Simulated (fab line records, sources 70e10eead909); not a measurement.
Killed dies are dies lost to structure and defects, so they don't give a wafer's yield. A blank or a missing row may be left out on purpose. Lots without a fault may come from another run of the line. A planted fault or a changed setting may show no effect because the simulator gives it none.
A struck lot beside a sound one | flow nand_harc | 14 steps out of a route of 1159
Sound: wafers L108.1, L108.5, L108.6. Struck: wafers L125.1, L125.4, L125.5. The cause comes at the end.
At each step with rows: each side's tool, then ch and its chambers, then its first start. Under that, the readings that differ: sound wafers | struck wafers | difference of the means | sigmas: that difference in standard deviations of wafers without a fault.
alike: readings whose means differ by less than 2 such deviations, and words and numbers that are the same on both sides. not compared: withheld readings, readings that some wafer has no value for, bounds like >300 that may hide the same value, and numbers for which the record gives no deviation and whose values overlap.
The two part at a step that has a row with sigmas, a row that says differs or no value, or rows on one side only. Numbers that don't overlap but have no deviation are shown without sigmas and don't part them. A reading that every wafer of one side lacks parts them only if that side has two wafers or more.

first, 1 step without rows for these wafers: NHARC_A_CONTACT_STRIP_27 (strips in post etch residue remover, time 600 s).
NHARC_A_CONTACT_ALD_18: deposits TiN, target thk 3 nm, pulse time 1 s, ald cycles 150.
  sound on ald_metal-04 ch 1,2,3, day 16 19:03; struck on ald_metal-01 ch 2,3, day 21 15:53
  alike: heater_power_w, precursor_pulse_height_rel
NHARC_A_CONTACT_CVD_19: deposits W, target thk 300 nm, time 802 s.
  sound on cvd_w-01 ch 0,1; struck on cvd_w-02 ch 0,1
  alike: heater_power_w, throttle_valve_pct
NHARC_A_CONTACT_CMP_20: polishes, t overpolish 30 s, target thk 300 nm.
  sound on cmp-03 ch 0,2,3, day 16 20:10; struck on cmp-04 ch 1,2, day 21 22:23
  reading                | sound    | struck   | difference | sigmas
  time_to_endpoint_s (s) | 50 58 61 | 62 66 67 | +9         | +2
  alike: motor_current_A, overpolish_run_s
then, 1 step without rows for these wafers: NHARC_A_CONTACT_SRD_22.
NHARC_A_CONTACT_INSPECT_23:
  sound on defect_inspect-02, day 16 20:31; struck on defect_inspect-02, day 21 22:45
  alike: raw_defect_count
then, 5 steps without rows for these wafers: NHARC_A_BLC_DEHYDRATE_00 (time 120 s); NHARC_A_BLC_HMDS_01 (time 30 s); NHARC_A_BLC_COAT_02 (time 75 s); NHARC_A_BLC_COAT_03 (time 65 s); NHARC_A_BLC_COAT_04 (resist thk 90 nm).
NHARC_A_BLC_SOFTBAKE_05: time 55 s.
  sound on litho_track-04 ch 0, day 16 20:00; struck on litho_track-01 ch 0, day 21 22:00
  reading                  | sound                | struck               | difference | sigmas
  heater_power_total_W (W) | 188.28 188.44 188.39 | 185.27 185.31 185.47 | -3.02      | -25
then, 1 step without rows for these wafers: NHARC_A_BLC_EBR_06.
-- the record jumps here: 2 days lie between the struck wafers' starts before and after (it left off in module A_BLC and takes up again in module END, whose first step shown is number 1159 of the route) --
NHARC_END_SORT_01:
  sound on prober-02 ch 0, day 19 10:14; struck on prober-01 ch 0, day 24 00:11
  alike: killed_at_array, killed_at_other, killed_at_periphery, killed_dies, killed_open, killed_short

WHERE THEY PART
First at NHARC_A_CONTACT_CMP_20; last, within this record, at NHARC_A_BLC_SOFTBAKE_05. Later steps at which nothing parts them and some readings are alike: NHARC_END_SORT_01.

WHY: what the simulator had put in
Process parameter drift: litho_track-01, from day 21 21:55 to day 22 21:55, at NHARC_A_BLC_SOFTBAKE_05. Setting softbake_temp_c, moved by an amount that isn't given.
